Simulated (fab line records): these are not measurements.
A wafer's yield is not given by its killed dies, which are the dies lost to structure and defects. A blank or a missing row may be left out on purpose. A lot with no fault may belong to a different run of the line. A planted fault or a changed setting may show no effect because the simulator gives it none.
The same fault as seen by 3 desks || flow n5Finfet || each desk holds nothing but its own numbers, with what lay behind them at the end

## TOOL OWNER'S DESK, lithoTrack-04
The tool's own readings at N5_FIN_CUT_COAT_19 (time 60 s, resist thk 20 nm): means of the sampled wafers that have a number, for each lot that ran on this tool. Marked OUT: a lot whose mean sits more than 4 standard deviations from the usual mean, which makes it out of limits; the brackets give that distance.
Columns: A = dispensePressureKPa at N5_FIN_CUT_COAT_19, usual 54.2 kPa; B = heaterPowerTotalW at N5_FIN_CUT_COAT_19, usual 427.7 W; C = runLengthS at N5_FIN_CUT_COAT_19, usual 66.2 s
{"lot": "L122", "first seen here": "day 2 03:43", "A": 53.0, "B": 428.4, "C": 66.6}
{"lot": "L131", "first seen here": "day 4 08:47", "A": 53.0, "B": 428.0, "C": 66.6}
{"lot": "L132", "first seen here": "day 4 15:11", "A": 53.0, "B": 428.7, "C": 66.6}
{"lot": "L135", "first seen here": "day 5 09:38", "A": 53.0, "B": 428.3, "C": "70.0 (+13) OUT"}
{"lot": "L141", "first seen here": "day 6 23:27", "A": 53.0, "B": 429.3, "C": "70.0 (+13) OUT"}
This desk's finding: out of limits on L135, L141; first on L135, day 5 09:38 (runLengthS at N5_FIN_CUT_COAT_19). L122, L131, L132 stayed within limits.

## THE METROLOGY DESK
Lot by lot, what the gauges showed, no matter which tool ran the lot: averages of those sampled wafers that carry a number. Marked OUT: a lot whose mean sits more than 4 standard deviations from the usual mean, which makes it out of limits; the brackets give that distance. Readings shown: 7 of its 11, picked as those furthest out on some lot.
Columns: A = DIBL_N at N5_BEOL_M4_RC_MEAS_101, usual 35.7 mV/V; B = DIBL_P at N5_BEOL_M4_RC_MEAS_101, usual 36.0 mV/V; C = IOFF_P at N5_BEOL_M4_RC_MEAS_101, usual 0.21 nA/um; D = ION_N at N5_BEOL_M4_RC_MEAS_101, usual 675 uA/um; E = ION_P at N5_BEOL_M4_RC_MEAS_101, usual 465 uA/um; F = VT_N at N5_BEOL_M4_RC_MEAS_101, usual 250 mV; G = VT_P at N5_BEOL_M4_RC_MEAS_101, usual -249 mV
{"lot": "L122", "first seen here": "day 2 03:59", "A": 36.9, "B": 38.6, "C": 0.24, "D": 684, "E": 469, "F": 245, "G": -248}
{"lot": "L125", "first seen here": "day 2 19:50", "A": 35.1, "B": 35.1, "C": 0.18, "D": 657, "E": 457, "F": 255, "G": -253}
{"lot": "L127", "first seen here": "day 3 08:22", "A": 36.4, "B": 36.9, "C": 0.27, "D": 692, "E": 481, "F": 245, "G": -243}
{"lot": "L130", "first seen here": "day 4 04:35", "A": 36.4, "B": 37.5, "C": 0.26, "D": 673, "E": 465, "F": 250, "G": -245}
{"lot": "L131", "first seen here": "day 4 09:03", "A": 35.1, "B": 35.2, "C": 0.18, "D": 671, "E": 461, "F": 251, "G": -254}
{"lot": "L132", "first seen here": "day 4 15:28", "A": 35.4, "B": 36.6, "C": 0.20, "D": 672, "E": 464, "F": 250, "G": -248}
{"lot": "L135", "first seen here": "day 5 10:01", "A": 33.7, "B": 34.9, "C": 0.20, "D": 673, "E": 465, "F": 252, "G": -251}
{"lot": "L136", "first seen here": "day 5 13:52", "A": 37.8, "B": 38.1, "C": 0.25, "D": 683, "E": 471, "F": 247, "G": -247}
{"lot": "L141", "first seen here": "day 6 23:50", "A": 36.7, "B": 36.6, "C": 0.21, "D": 673, "E": 456, "F": 248, "G": -251}
{"lot": "L144", "first seen here": "day 7 15:07", "A": 36.5, "B": 34.8, "C": 0.22, "D": 673, "E": 472, "F": 249, "G": -247}
Result from this desk: across the 10 lots, nothing is out of limits.

## THE DEFECT DESK
For each lot, the counts of the inspections along the route, averaged over the sampled wafers that have a number. Marked OUT: a lot whose mean sits more than 4 standard deviations from the usual mean, which makes it out of limits; the brackets give that distance.
Columns: A = rawDefectCount at N5_FIN_SAQP_INSPECT_40, usual 226
{"lot": "L122", "first seen here": "day 2 03:40", "A": 299}
{"lot": "L125", "first seen here": "day 2 19:32", "A": 213}
{"lot": "L127", "first seen here": "day 3 08:04", "A": 332}
{"lot": "L130", "first seen here": "day 4 04:17", "A": 227}
{"lot": "L131", "first seen here": "day 4 08:45", "A": 186}
{"lot": "L132", "first seen here": "day 4 15:10", "A": 239}
{"lot": "L135", "first seen here": "day 5 09:35", "A": 319}
{"lot": "L136", "first seen here": "day 5 13:34", "A": 258}
{"lot": "L141", "first seen here": "day 6 23:25", "A": 157}
{"lot": "L144", "first seen here": "day 7 14:49", "A": 235}
Result from this desk: across the 10 lots, nothing is out of limits.

## BROUGHT TOGETHER
An alarm could have come from the tool owner's desk at day 5 09:38, on L135, L141.
At the metrology desk, nothing out of limits was observed.
No out-of-limits result turned up at the defect desk.
The metrology desk holds a record of L135, L141, inside its limits.
The defect desk has L135, L141 on record, within its limits.
On lithoTrack-04, each named lot ran N5_FIN_CUT_COAT_19.

## WHAT HAD BEEN PUT IN BY THE SIMULATOR
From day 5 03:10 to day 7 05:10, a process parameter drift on lithoTrack-04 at N5_FIN_CUT_COAT_19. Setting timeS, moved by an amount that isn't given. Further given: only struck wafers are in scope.
Struck lots among those shown: L135, L141.
Each desk's first reading out of limits, in hours after the fault started: the tool owner's desk, 6.
